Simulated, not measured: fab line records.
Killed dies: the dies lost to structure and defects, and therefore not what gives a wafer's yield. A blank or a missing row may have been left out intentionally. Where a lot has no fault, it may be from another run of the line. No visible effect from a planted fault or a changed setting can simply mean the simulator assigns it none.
Which tool is to blame?	flow n5-finfet	21 wafers from 7 lots sampled at 6 of the route's 1938 steps

== WHAT EACH GAUGE READ, for each wafer ==
N5_MOL_CONTACT_COAG_THK_MEAS_29.
lot	measured	on	MD_CAP_THK (nm)
L373	day 6 09:31	film-metro-01	17.95 18.02 17.82
L376	day 7 08:00	film-metro-02	17.79 17.88 17.90
L379	day 8 05:51	film-metro-02	17.98 17.97 30.05
L380	day 8 09:46	film-metro-01	17.98 17.90 17.85
L382	day 8 18:04	film-metro-01	17.82 30.01 29.99
L389	day 10 10:01	film-metro-01	17.83 17.93 17.87
L391	day 10 18:01	film-metro-02	17.79 17.82 17.91

== TOOL THAT RAN EACH LOT (tool first, then ch and the chambers of the sampled wafers, then the start) ==
lot	N5_HKMG_FIN_W_FILL_22	N5_GATE_CUT_ETCH_58	N5_GATE_CUT_SAC_CAP_01	N5_GATE_CUT_CMP_02	N5_GATE_CUT_ETCH_19
L373	cvd-w-02 ch 0,1, day 5 15:23	rie-diel-04 ch 0,3, day 5 16:43	ald-sin-02 ch 0,2, day 5 18:18	cmp-03 ch 0,3, day 5 20:52	rie-diel-06 ch 0,1, day 5 21:55
L376	cvd-w-02 ch 0, day 6 13:40	rie-diel-06 ch 0,2,3, day 6 14:49	ald-sin-02 ch 1,3, day 6 15:08	cmp-03 ch 0,1,2, day 6 17:26	rie-diel-04 ch 0,1,2, day 6 18:38
L379	cvd-w-02 ch 0,1, day 7 10:29	rie-diel-02 ch 2,3, day 7 11:40	ald-sin-02 ch 0,3, day 7 12:11	cmp-03 ch 0,1,2, day 7 14:27	rie-diel-06 ch 0,1,3, day 7 15:33
L380	cvd-w-01 ch 0,1, day 7 14:53	rie-diel-02 ch 0,2, day 7 16:02	ald-sin-04 ch 1,3, day 7 16:22	cmp-02 ch 0,2, day 7 18:46	rie-diel-02 ch 0,2, day 7 19:58
L382	cvd-w-02 ch 0,1, day 7 22:06	rie-diel-02 ch 0,2,3, day 7 23:14	ald-sin-02 ch 2,3, day 7 23:59	cmp-04 ch 0,1, day 8 02:16	rie-diel-02 ch 0,1, day 8 03:34
L389	cvd-w-02 ch 0,1, day 9 15:46	rie-diel-06 ch 1,2,3, day 9 16:55	ald-sin-01 ch 0,2,3, day 9 17:13	cmp-02 ch 0,1,3, day 9 19:29	rie-diel-06 ch 0,2,3, day 9 20:41
L391	cvd-w-02 ch 0,1, day 9 23:43	rie-diel-04 ch 1,2, day 10 00:52	ald-sin-01 ch 0,2,3, day 10 01:11	cmp-03 ch 0,1,3, day 10 03:32	rie-diel-06 ch 0,1,2, day 10 04:43
- N5_HKMG_FIN_W_FILL_22: material W, target thk 60 nm, time 18.2 s.
- N5_GATE_CUT_ETCH_58: etches SiNx in CH3F/O2, target depth 17 nm, time 128.6 s.
- N5_GATE_CUT_SAC_CAP_01: material SiNx, target thk 24 nm, pulse time 1 s, ald cycles 480.
- N5_GATE_CUT_CMP_02: polishes, stops on SiO2, t overpolish 12.7 s, target thk 0 nm.
- N5_GATE_CUT_ETCH_19: etches SiNx in CH3F/O2, target depth 53.7 nm, time 76.7 s.

== THE ANSWER, worked out from the rows above alone ==
Rule: the lots themselves supply what counts as usual. The widest of any qualifying gaps counts: lots, ordered by their means at a reading, are off when they make up no more than a third of the lots, leave a main group of 4 or more, and stand apart from it by 3 or more times the standard deviation of that group's means. A main group is skipped when, at the precision printed for the reading in the tables above, its means are all equal. A lot without any number at a reading at which 4 lots or more have one is off too. The other lots that the step has rows for count as sound.
Off: L379, L382, seen at N5_MOL_CONTACT_COAG_THK_MEAS_29 (MD_CAP_THK). The main group has a mean of 17.88 nm with a standard deviation of 0.033.
If a tool, at a process step before that reading, ran all the lots that are off and no sound lot after the first of them, it fits. Those tools and the gauges at N5_MOL_CONTACT_COAG_THK_MEAS_29 are tried in the same way. One fits: ald-sin-02 at N5_GATE_CUT_SAC_CAP_01. A fault onset in the window from L376 (day 6 15:08, its last sound lot) to L379 (day 7 12:11, its first lot off) fits.

== WHAT THE SIMULATOR HAD INSERTED ==
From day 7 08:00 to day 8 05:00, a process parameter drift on ald-sin-02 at N5_GATE_CUT_SAC_CAP_01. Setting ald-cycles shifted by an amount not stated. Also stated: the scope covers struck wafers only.
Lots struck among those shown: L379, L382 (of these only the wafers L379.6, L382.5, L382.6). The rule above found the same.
